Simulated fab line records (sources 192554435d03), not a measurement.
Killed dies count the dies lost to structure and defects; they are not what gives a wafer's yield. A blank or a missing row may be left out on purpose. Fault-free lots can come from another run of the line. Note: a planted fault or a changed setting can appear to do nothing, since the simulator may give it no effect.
8D (eight disciplines) problem report, filled in by code    flow n5-finfet    the parts of the form that need people (team, actions taken, sign-off) are left out

## 1. THE PROBLEM
Mean of time-to-endpoint-s at N5_BEOL_M10_CMP_52: 115 s across 3 wafers in 3 lots; on wafers with no fault it is 69 s (standard deviation 4.6). That is +9.9 standard deviations from the usual mean.
The step: polishes, stops on SiCOH lowk, t overpolish 7 s, target thk 140 nm.
Seen first at day 13 22:35 on cmp-01, wafer L733.5. The record holds 31 wafers of 11 lots with a number at this step. Rule for "out" (also "out of limits"): further than 4 standard deviations from the usual mean. The other wafers with a number count as sound.

## 2. WHAT IT IS AND WHAT IT IS NOT
question                     is                      is not
which readings at this step  time-to-endpoint-s      clearing-platen-rpm, motor-current-A, slurry-flow-ml-min
which lots                   L733, L735, L739        L720, L722, L723, L724, L726, L728, L729, L742
which wafers of those lots   L733.5, L735.2, L739.5  L733.1, L733.4, L735.4, L739.4
read on which tools          cmp-01, cmp-02          cmp-03
when                         from day 13 22:35       up to then (23 sound wafers); but 5 sound wafers of L735, L739, L742 came after

## 3. WHAT RULES OUT EACH SUSPECT
Counting: any tool at a process step up to the reading remains a suspect provided it ran every lot that is out. Sound lots after the first of them don't rule it out here, since some wafers of a struck lot are sound.
- ecd-cu-02 at N5_BEOL_M10_ECD_50 (material Cu, target thk 318 nm): kept. It ran every lot that is out, first L733 (day 13 22:04); its last sound lot up to then is L729 (day 12 06:05).
Left after counting: ecd-cu-02 at N5_BEOL_M10_ECD_50.

## 4. THE CAUSE (what the simulator had put in)
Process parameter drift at N5_BEOL_M10_ECD_50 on ecd-cu-02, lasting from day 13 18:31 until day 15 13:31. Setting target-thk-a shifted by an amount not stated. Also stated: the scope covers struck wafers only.
Only this tool survived the counting.

## 5. THE EFFECT CHAIN, in route order
One row per reading whose mean, taken over the struck wafers that have a number, lies over 3 standard deviations from the usual. Only readings for which the record gives a usual standard deviation are gone through. hours: the time from each lot's start at the first step in this table that gives one to its start at this step, as a median over the lots. sigmas: the change in usual standard deviations.
hours  step                reading             usual  on struck wafers  change  sigmas
0      N5_BEOL_M10_CMP_52  time-to-endpoint-s  69 s   115               +46     +9.9
It contains these process steps:
- N5_BEOL_M10_CMP_52: polishes, stops on SiCOH lowk, t overpolish 7 s, target thk 140 nm.
Later measuring or inspecting steps at which every struck wafer that the step has a row for has a number for every such reading, and none has moved that far: N5_BEOL_M10_INSPECT_58.

## 6. HOW IT WOULD HAVE BEEN CAUGHT EARLIER
First out-of-limits reading in this record: day 13 22:35, which is 4 hours after fault onset at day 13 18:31.
Of the lots that are out (3), L735, L739 began N5_BEOL_M10_ECD_50 on ecd-cu-02 after day 13 22:35. A hold on the tool at that time would have spared those 2.
